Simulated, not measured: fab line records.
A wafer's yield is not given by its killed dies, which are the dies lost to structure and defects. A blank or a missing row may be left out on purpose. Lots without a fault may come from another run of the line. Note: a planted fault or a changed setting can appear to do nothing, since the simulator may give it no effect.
fab line records	flow nandHarc
record: lots: 12	wafers: 36	lastDay: 33
route steps=1302 shown A_CHANNEL_HOLE_D2@603 A_CHANNEL_FILL_D2@612 END@1302
lots untouched by any fault: they come from a run of this same line in which no faults occurred
startH: hours from the record's first day to the start of the lot's first wafer shown	waitH: time in hours since the lot's previous step	" unchanged from the row above	L1.1+2: several wafers, shown together as one row	- no value present, or no start provided	* or withheld: withheld	< > ~ a bound
route shown NAME@n: NAME is a module with steps in the file, n the number in the route of the first one	usual: mean/standard deviation taken from wafers without a fault	same: alike in all rows	chamber/n: place in a boat	sites: each site's reading	_std_site: standard deviation across them	_edge_site: the outer-site mean with the inner-site mean subtracted	radiusMm: for every site, how far away it sits from the centre of the wafer	mask NAME#n: copy n	behind: the last tool/chamber to shape the wafer	hold: what put the lot on hold/how long, in hours/how the hold closed	device: transistor that didn't switch, given as n, p or np	end of line: the route-end tests of the same wafers	a step with no rows: only its recipe	killed: the dies lost at the first sort to structure and to defects; this is not the yield of the wafer	map: a wafer's dies, marking killed ones x, the rest . and places with no die _
set.NAME: the run value of the setting; set.NAME@STEP: its run value at that earlier step	model.NAME: the simulator's own value behind a step, which no gauge read
route steps across a sampled set of lots; one table per step, one row per wafer
services: the hour from which a tool's chamber was out of use, counted from the record's first day as startH (under 0 if before that day), plus the number of hours and why
== steps ==
step: NHARC_A_CHANNEL_HOLE_D2_ETCH_44
recipe: targetDepthA: 1400	overetchA: 140	timeS: 77	ionEnergyEv: 100	cf4FlowSccm: 80	o2FlowSccm: 20	arFlowSccm: 0	rfW: 300	biasW: 100	chemistry: CF4/O2
usual: drypumpMotorCurrentA: 5.8/0.39	oes_ar_750_au: 1.000/0.0046	oesProductAu: 1.000/0.009	rfVppV: 197.7/1.3	showerheadPlenumPTorr: 1.34/0.052	throttleValvePct: 13.398/0.0091
lot.wafer	tool	chamber	startH	waitH	drypumpMotorCurrentA	oes_ar_750_au	oesProductAu	rfHoursCounterH	rfVppV	showerheadPlenumPTorr	throttleValvePct
L178.1	rieDiel-02	3	310.85	0.0	6.0	1.006	1.003	5	197.7	1.33	13.398
L178.2	"	0	"	"	5.6	0.993	1.010	4	197.5	1.40	13.399
L178.3	"	1	"	"	5.9	0.998	1.007	5	197.0	1.30	13.395
L180.4	rieDiel-06	1	327.73	0.1	5.8	0.996	1.008	0	197.9	1.34	13.396
L180.1	"	2	"	"	6.4	1.000	0.994	0	196.4	1.25	13.406
L180.5	"	3	"	"	4.8	1.003	1.001	-	199.4	1.44	13.401
L181.4	rieDiel-06	0	339.25	0.1	6.1	0.998	1.006	1	198.6	1.34	13.398
L181.2	"	2	"	"	6.4	0.998	0.989	1	196.3	1.25	13.409
L181.6	"	0	"	"	6.1	0.995	1.000	-	198.8	1.35	13.385
L182.1	rieDiel-06	3	345.15	0.1	4.9	0.994	0.987	1	200.3	1.44	13.421
L182.3	"	1	"	"	5.8	0.999	0.989	1	197.3	1.34	13.395
L182.2	"	2	"	"	6.4	0.998	0.989	1	195.4	1.25	13.386
L183.3	rieDiel-02	3	350.42	0.1	6.0	1.008	1.003	8	196.8	1.33	13.387
L183.1	"	0	"	"	5.7	0.996	0.999	6	199.3	1.40	13.400
L183.2	"	2	"	"	6.0	0.999	0.986	5	198.1	1.34	13.403
L184.2	rieDiel-02	3	360.71	0.1	6.0	0.997	1.010	8	198.0	1.33	13.387
L184.1	"	1	"	"	5.9	1.010	1.003	8	197.0	1.30	13.375
L184.6	"	3	"	"	6.0	0.999	1.014	-	197.1	1.33	13.396
L186.2	rieDiel-02	2	380.08	0.1	6.0	0.997	1.005	7	199.0	1.34	13.409
L186.3	"	3	"	"	6.0	0.998	1.006	10	198.4	1.33	13.410
L186.1	"	0	"	"	5.6	1.002	1.014	8	197.6	1.40	13.397
L193.2	rieDiel-06	3	452.15	0.1	4.8	1.000	0.986	7	198.7	1.43	13.393
L193.1	"	2	"	"	6.4	1.004	0.995	7	197.1	1.25	13.395
L193.6	"	1	"	"	5.8	1.000	0.990	-	196.9	1.34	13.402
L196.4	rieDiel-06	3	500.77	0.0	4.9	0.995	1.003	1	201.3	1.43	13.404
L196.3	"	0	"	"	6.0	1.003	0.990	1	198.6	1.34	13.388
L196.2	"	2	"	"	6.4	0.996	0.980	1	195.2	1.25	13.381
L199.2	rieDiel-06	2	505.05	0.1	6.4	0.996	0.980	1	195.7	1.25	13.390
L199.1	"	0	"	"	6.1	1.000	0.983	1	197.8	1.34	13.389
L199.5	"	2	"	"	6.4	0.995	0.977	-	195.5	1.25	13.416
L200.2	rieDiel-06	0	510.86	0.1	6.0	1.005	0.989	2	198.2	1.34	13.394
L200.1	"	1	"	"	5.8	0.998	0.995	1	198.9	1.34	13.410
L200.5	"	1	"	"	5.8	0.996	0.992	-	198.0	1.34	13.412
L201.3	rieDiel-06	2	528.35	0.1	6.4	0.996	0.992	2	196.5	1.25	13.393
L201.2	"	3	"	"	4.8	0.993	0.998	3	200.3	1.43	13.381
L201.4	"	0	"	"	6.1	0.996	0.990	3	197.5	1.34	13.388
step: NHARC_A_CHANNEL_HOLE_D2_XSEM_32
recipe: landingEnergyEv: 35000
usual: botCdNm: 74.6/1.1	bowNm: 8.52/0.29	tiltDeg: 0.08/0.045
same: landingEnergyEv: 35000
lot.wafer	tool	chamber	startH	waitH	botCdNm	bowNm	tiltDeg
L178.1	xsem-01	0	311.73	0.1	74.6	8.55	0.03
L178.2	"	0	"	"	74.5	8.64	0.03
L178.3	"	0	"	"	74.9	8.60	0.03
L180.1	xsem-02	0	328.62	0.1	73.5	8.38	0.16
L180.4	"	0	"	"	75.8	8.35	0.16
L180.5	"	0	"	"	73.7	8.41	0.16
L181.2	xsem-01	0	340.13	0.1	74.9	8.37	0.10
L181.4	"	0	"	"	74.4	8.33	0.10
L181.6	"	0	"	"	73.8	8.40	0.10
L182.1	xsem-02	0	346.16	0.1	74.2	8.26	0.02
L182.2	"	0	"	"	73.4	8.30	0.01
L182.3	"	0	"	"	73.0	8.39	0.01
L183.1	xsem-01	0	351.30	0.1	74.3	8.31	0.12
L183.2	"	0	"	"	74.7	8.29	0.12
L183.3	"	0	"	"	74.6	8.22	0.12
L184.1	xsem-02	0	361.61	0.1	76.1	8.73	0.15
L184.2	"	0	"	"	75.9	8.80	0.15
L184.6	"	0	"	"	75.5	8.70	0.15
L186.1	xsem-02	0	380.95	0.1	75.1	7.98	0.03
L186.2	"	0	"	"	74.5	7.95	0.04
L186.3	"	0	"	"	76.4	7.89	0.03
L193.1	xsem-01	0	453.19	0.1	74.4	8.29	0.09
L193.2	"	0	"	"	74.3	8.36	0.09
L193.6	"	0	"	"	74.2	8.31	0.09
L196.2	xsem-01	0	501.66	0.1	75.7	8.86	0.10
L196.3	"	0	"	"	75.3	8.86	0.10
L196.4	"	0	"	"	75.4	8.90	0.10
L199.1	xsem-01	0	505.92	0.1	76.1	8.31	0.03
L199.2	"	0	"	"	74.5	8.35	0.03
L199.5	"	0	"	"	77.3	8.36	0.03
L200.1	xsem-01	0	511.74	0.1	73.4	8.50	0.04
L200.2	"	0	"	"	75.4	8.50	0.04
L200.5	"	0	"	"	72.9	8.48	0.04
L201.2	xsem-01	0	529.22	0.1	72.4	8.93	0.05
L201.3	"	0	"	"	73.5	9.00	0.05
L201.4	"	0	"	"	72.5	8.97	0.05
step: NHARC_A_CHANNEL_FILL_D2_ALD_02
recipe: targetThkA: 60	pulseTimeS: 10	aldCycles: 60	tempC: 300	material: SiO2
usual: aldCycles: 60/0	heaterPowerW: 474/49	precursorPulseHeightRel: 1.000/0.019
same: pulseTimeS: 10
lot.wafer	tool	chamber	startH	waitH	aldCycles	heaterPowerW	precursorPulseHeightRel
L178.1	aldHk-03	3	312.02	-	60	422	0.968
L178.3	"	1	"	"	60	459	1.034
L178.2	"	2	"	"	60	488	1.013
L180.1	aldHk-02	2	328.99	-	60	415	1.019
L180.4	"	3	"	"	60	480	1.044
L180.5	"	2	"	"	60	410	0.986
L181.4	aldHk-02	3	340.56	-	60	479	0.981
L181.2	"	0	"	"	60	485	1.021
L181.6	"	2	"	"	60	408	1.009
L182.2	aldHk-02	3	346.52	-	60	482	1.030
L182.3	"	0	"	"	60	479	0.995
L182.1	"	1	"	"	60	508	0.987
L183.3	aldHk-01	1	351.60	-	60	589	1.008
L183.1	"	3	"	"	60	472	1.007
L183.2	"	0	"	"	60	408	0.980
L184.2	aldHk-01	0	361.94	0.1	60	409	1.021
L184.1	"	3	"	"	60	460	0.988
L184.6	"	0	"	"	60	425	1.011
L186.2	aldHk-03	3	381.24	-	60	410	1.000
L186.1	"	1	"	"	60	466	1.027
L186.3	"	2	"	"	60	484	1.007
L193.2	aldHk-03	1	453.62	-	60	484	1.001
L193.1	"	2	"	"	60	481	1.001
L193.6	"	3	"	"	60	409	1.029
L196.4	aldHk-02	1	501.94	-	60	482	0.974
L196.2	"	2	"	"	60	420	0.986
L196.3	"	0	"	"	60	490	1.009
L199.2	aldHk-02	3	506.28	-	60	526	0.999
L199.1	"	0	"	"	60	488	1.001
L199.5	"	3	"	"	60	517	1.012
L200.2	aldHk-03	3	514.09	-	60	420	0.979
L200.1	"	0	"	"	60	488	1.009
L200.5	"	0	"	"	60	492	0.980
L201.4	aldHk-03	0	529.51	-	60	491	0.990
L201.2	"	1	"	"	60	484	0.997
L201.3	"	3	"	"	60	423	1.001
step: NHARC_A_CHANNEL_FILL_D2_ALD_25
recipe: targetThkA: 600	pulseTimeS: 10	aldCycles: 600	tempC: 300	material: SiOx
usual: aldCycles: 600/0	heaterPowerW: 474/46	precursorPulseHeightRel: 1.001/0.02
same: pulseTimeS: 10
lot.wafer	tool	chamber	startH	waitH	aldCycles	heaterPowerW	precursorPulseHeightRel
L178.1	aldHk-01	1	352.56	0.1	600	607	1.008
L178.2	"	2	"	"	600	476	1.014
L178.3	"	3	"	"	600	463	1.012
L180.1	aldHk-03	1	366.31	1.3	600	458	1.001
L180.4	"	2	"	"	600	476	0.994
L180.5	"	3	"	"	600	423	0.982
L181.2	aldHk-02	1	380.87	1.3	600	480	1.023
L181.4	"	2	"	"	600	400	1.044
L181.6	"	0	382.69	3.1	600	487	0.991
L182.1	aldHk-03	3	386.32	0.7	600	422	1.022
L182.2	"	0	"	"	600	477	1.019
L182.3	"	1	"	"	600	479	1.013
L183.2	aldHk-01	3	386.34	0.7	600	483	0.973
L183.1	"	0	"	"	600	420	1.020
L183.3	"	1	"	"	600	593	0.970
L184.2	aldHk-01	2	400.52	0.5	600	475	1.007
L184.1	"	3	"	"	600	465	0.998
L184.6	"	2	403.02	3.0	600	470	1.025
L186.3	aldHk-01	3	420.34	0.1	600	475	0.978
L186.1	"	0	"	"	883	414	1.005
L186.2	"	2	422.21	1.9	600	486	0.982
L193.2	aldHk-03	2	490.96	0.9	600	493	1.010
L193.1	"	0	492.21	2.2	600	499	0.998
L193.6	"	2	493.47	3.4	600	488	1.004
L196.3	aldHk-02	2	537.80	0.0	600	389	1.015
L196.2	"	0	539.03	1.3	600	476	1.023
L196.4	"	1	"	"	600	470	1.034
L199.1	aldHk-01	3	546.71	2.5	600	491	1.035
L199.2	"	0	547.94	3.7	600	424	1.000
L199.5	"	2	550.39	6.2	600	472	0.993
L200.2	aldHk-02	1	549.39	1.5	600	467	1.000
L200.1	"	3	550.63	2.8	600	465	1.024
L200.5	"	1	551.86	4.0	600	466	0.998
L201.4	aldHk-02	0	568.27	0.0	600	476	0.999
L201.3	"	1	"	"	600	463	0.967
L201.2	"	2	"	"	600	416	1.010
step: NHARC_END_SORT_01
recipe: tempC: 25
usual: killedAtArray: 61/23	killedAtOther: 1.3/1.4	killedAtPeriphery: 4.0/2.6	killedDies: 66/22	killedOpen: 3.4/1.8	killedShort: 2.3/1.4
same: grossDies: 677
lot.wafer	tool	chamber	startH	waitH	killedAtArray	killedAtOther	killedAtPeriphery	killedDies	killedOpen	killedShort
L180.1	prober-02	0	580.60	2.5	55	1	2	58	4	1
L180.4	prober-02	0	583.03	3.4	52	1	2	55	0	3
L180.5	prober-02	0	583.84	3.7	44	0	0	44	6	3
L182.1	prober-01	0	596.89	2.5	63	1	5	69	6	3
L182.2	prober-01	0	597.70	2.8	56	0	4	60	2	3
L182.3	prober-01	0	598.51	3.1	48	1	5	54	0	3
L181.2	prober-02	0	597.70	2.8	61	4	5	70	1	1
L181.4	prober-02	0	599.32	3.4	74	3	2	79	4	1
L181.6	prober-02	0	600.93	4.0	70	1	12	83	4	1
L193.2	prober-02	0	723.62	2.9	54	6	1	61	3	2
L193.6	prober-02	0	726.85	4.0	52	3	6	61	3	0
L196.2	prober-02	0	765.81	2.8	68	1	5	74	4	4
L196.3	prober-02	0	766.61	3.1	66	2	12	80	3	0
L196.4	prober-02	0	767.41	3.4	74	1	7	82	1	1
killed by level:class
L180.1 A_CHANNEL_HOLE_D1:chamberFilmFlake=39 A_CHANNEL_HOLE_D2:chamberFilmFlake=8 A_STAIRCASE:chamberFilmFlake=2 P_M0:geometricParticle:open=1 A_DECK1_JOINT:geometricParticle:open=1 A_CHANNEL_FILL_D2:geometricParticle:open=1 A_WL_FILL:geometricParticle:open=1 P_M0:chamberFilmFlake=1
L180.4 A_CHANNEL_HOLE_D1:chamberFilmFlake=35 A_CHANNEL_HOLE_D2:chamberFilmFlake=7 A_STAIRCASE:chamberFilmFlake=3 A_CHANNEL_FILL_D1:geometricParticle:short=2 A_CONTACT:chamberFilmFlake=2 A_ONON_D1:geometricParticle:short=1 P_ZERO_WELL:chamberFilmFlake=1 P_STI:chamberFilmFlake=1
L180.5 A_CHANNEL_HOLE_D1:chamberFilmFlake=21 A_CHANNEL_HOLE_D2:chamberFilmFlake=10 A_DECK1_JOINT:geometricParticle:open=2 A_CHANNEL_HOLE_D2:geometricParticle:open=2 A_CHANNEL_HOLE_D2:geometricParticle:short=2 A_CONTACT:chamberFilmFlake=2 A_ONON_D1:geometricParticle:open=1 A_CHANNEL_HOLE_D1:geometricParticle:open=1
L182.1 A_CHANNEL_HOLE_D1:chamberFilmFlake=38 A_CHANNEL_HOLE_D2:chamberFilmFlake=10 A_CONTACT:chamberFilmFlake=4 A_ONON_D2:geometricParticle:open=2 A_M1:chamberFilmFlake=2 P_GATE:geometricParticle:open=1 P_CONTACT:geometricParticle:open=1 A_SOURCE_PLATE:geometricParticle:open=1
L181.2 A_CHANNEL_HOLE_D2:chamberFilmFlake=26 A_SLIT:chamberFilmFlake=19 A_CONTACT:chamberFilmFlake=11 THIN_TSV:chamberFilmFlake=4 P_STI:chamberFilmFlake=3 A_STAIRCASE:chamberFilmFlake=2 A_CHANNEL_HOLE_D1:geometricParticle:open=1 A_WL_FILL:geometricParticle:short=1
L182.2 A_CHANNEL_HOLE_D1:chamberFilmFlake=29 A_CHANNEL_HOLE_D2:chamberFilmFlake=11 A_M1:chamberFilmFlake=4 A_WL_FILL:geometricParticle:short=2 P_STI:chamberFilmFlake=2 A_CHANNEL_FILL_D1:chamberFilmFlake=2 A_DECK1_JOINT:chamberFilmFlake=2 A_CONTACT:chamberFilmFlake=2
L182.3 A_CHANNEL_HOLE_D1:chamberFilmFlake=33 A_CHANNEL_HOLE_D2:chamberFilmFlake=9 P_STI:chamberFilmFlake=3 A_M1:chamberFilmFlake=2 P_GATE:geometricParticle:short=1 A_ONON_D1:geometricParticle:short=1 A_M1:geometricParticle:short=1 P_GATE:chamberFilmFlake=1
L181.4 A_SLIT:chamberFilmFlake=28 A_CHANNEL_HOLE_D2:chamberFilmFlake=28 A_CONTACT:chamberFilmFlake=6 THIN_TSV:chamberFilmFlake=3 A_M0:geometricParticle:open=2 A_CHANNEL_HOLE_D1:chamberFilmFlake=2 A_CHANNEL_FILL_D1:chamberFilmFlake=2 P_M1:geometricParticle:open=1
L181.6 A_CHANNEL_HOLE_D2:chamberFilmFlake=30 A_SLIT:chamberFilmFlake=27 A_CONTACT:chamberFilmFlake=5 P_GATE:chamberFilmFlake=4 P_CONTACT:chamberFilmFlake=4 A_CHANNEL_HOLE_D1:chamberFilmFlake=4 P_M1:geometricParticle:open=3 A_ONON_D2:geometricParticle:short=1
L193.2 A_SLIT:chamberFilmFlake=30 A_CHANNEL_HOLE_D1:chamberFilmFlake=7 A_CONTACT:chamberFilmFlake=7 THIN_TSV:chamberFilmFlake=6 A_CHANNEL_HOLE_D1:geometricParticle:short=2 A_ZERO_WELL:chamberFilmFlake=2 A_DECK1_JOINT:chamberFilmFlake=2 P_CONTACT:geometricParticle:open=1
L193.6 A_SLIT:chamberFilmFlake=28 A_CONTACT:chamberFilmFlake=10 A_CHANNEL_HOLE_D1:chamberFilmFlake=6 P_M2:chamberFilmFlake=3 THIN_TSV:chamberFilmFlake=3 P_M0:chamberFilmFlake=2 A_DECK1_JOINT:chamberFilmFlake=2 A_CHANNEL_FILL_D1:geometricParticle:open=1
L196.2 A_SLIT:chamberFilmFlake=27 A_CHANNEL_HOLE_D2:chamberFilmFlake=15 A_CHANNEL_HOLE_D1:chamberFilmFlake=11 P_CONTACT:chamberFilmFlake=4 A_ONON_D1:geometricParticle:short=3 A_ONON_D1:geometricParticle:open=3 A_CONTACT:chamberFilmFlake=3 A_STAIRCASE:chamberFilmFlake=2
L196.3 A_CHANNEL_HOLE_D2:chamberFilmFlake=27 A_SLIT:chamberFilmFlake=19 P_CONTACT:chamberFilmFlake=10 A_CHANNEL_HOLE_D1:chamberFilmFlake=10 A_CONTACT:chamberFilmFlake=3 A_M1:geometricParticle:open=2 A_CHANNEL_FILL_D1:chamberFilmFlake=2 THIN_TSV:chamberFilmFlake=2
L196.4 A_CHANNEL_HOLE_D2:chamberFilmFlake=33 A_SLIT:chamberFilmFlake=22 A_CHANNEL_HOLE_D1:chamberFilmFlake=9 P_CONTACT:chamberFilmFlake=6 A_CONTACT:chamberFilmFlake=6 A_DECK1_JOINT:geometricParticle:open=1 A_SGD_CUT:geometricParticle:short=1 P_ZERO_WELL:chamberFilmFlake=1
== services ==
tool	chamber	startH	hours	kind
rieDiel-02	1	288.99	1.3	repair
aldHk-01	-	300.06	10.0	pm
rieDiel-06	-	307.20	9.0	pm
rieDiel-02	-	327.53	0.5	repair
rieDiel-02	0	330.81	4.1	repair
rieDiel-02	2	340.72	6.1	repair
rieDiel-06	0	340.79	13.5	repair
aldHk-02	-	348.61	10.0	pm
aldHk-02	0	348.61	10.0	ventCycle
aldHk-02	1	348.61	10.0	ventCycle
rieDiel-02	2	356.16	4.3	repair
xsem-01	-	374.00	14.0	pm
rieDiel-02	-	393.70	9.0	pm
aldHk-03	-	396.43	10.0	pm
rieDiel-02	-	442.00	0.7	repair
rieDiel-06	0	446.87	15.0	repair
rieDiel-02	3	448.43	31.0	repair
aldHk-01	-	478.34	10.0	pm
rieDiel-06	-	484.20	9.0	pm
aldHk-02	-	526.61	10.0	pm
aldHk-03	-	531.73	1.3	repair
rieDiel-02	2	535.41	15.3	repair
rieDiel-02	-	550.34	0.6	repair
rieDiel-06	0	552.34	4.3	repair
== key ==
firstSign: step: NHARC_A_CHANNEL_FILL_D2_ALD_25	reading: aldCycles	direction: up	sigmas: 99+	usual: 600	struck: 883
effect none on later readings
metAt NHARC_A_CHANNEL_FILL_D2_ALD_25
struckLots L186
struckWafers L186.1
testerLeftOut L186
notActingAt NHARC_A_CHANNEL_HOLE_D2_ETCH_44,NHARC_A_CHANNEL_HOLE_D2_XSEM_32,NHARC_A_CHANNEL_FILL_D2_ALD_02
onsetBetween 400.52 420.34
fault: kind: processParameterDrift	tool: aldHk-01	chamber: -	onsetH: 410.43	steps: NHARC_A_CHANNEL_FILL_D2_ALD_25	channel: aldCycles	offset: 283	shape: step	endH: 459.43	scope: struckWafersOnly	actsIn: theseRecipesOnly	stated: 600
testerLeftOut: of these lots the tester's yield and bins aren't shown, on N5 and GAA mostly nor the transistor test; their killed dies are dies lost to structure and defects alone, not to doping, threshold or leakage, so they don't give the yield
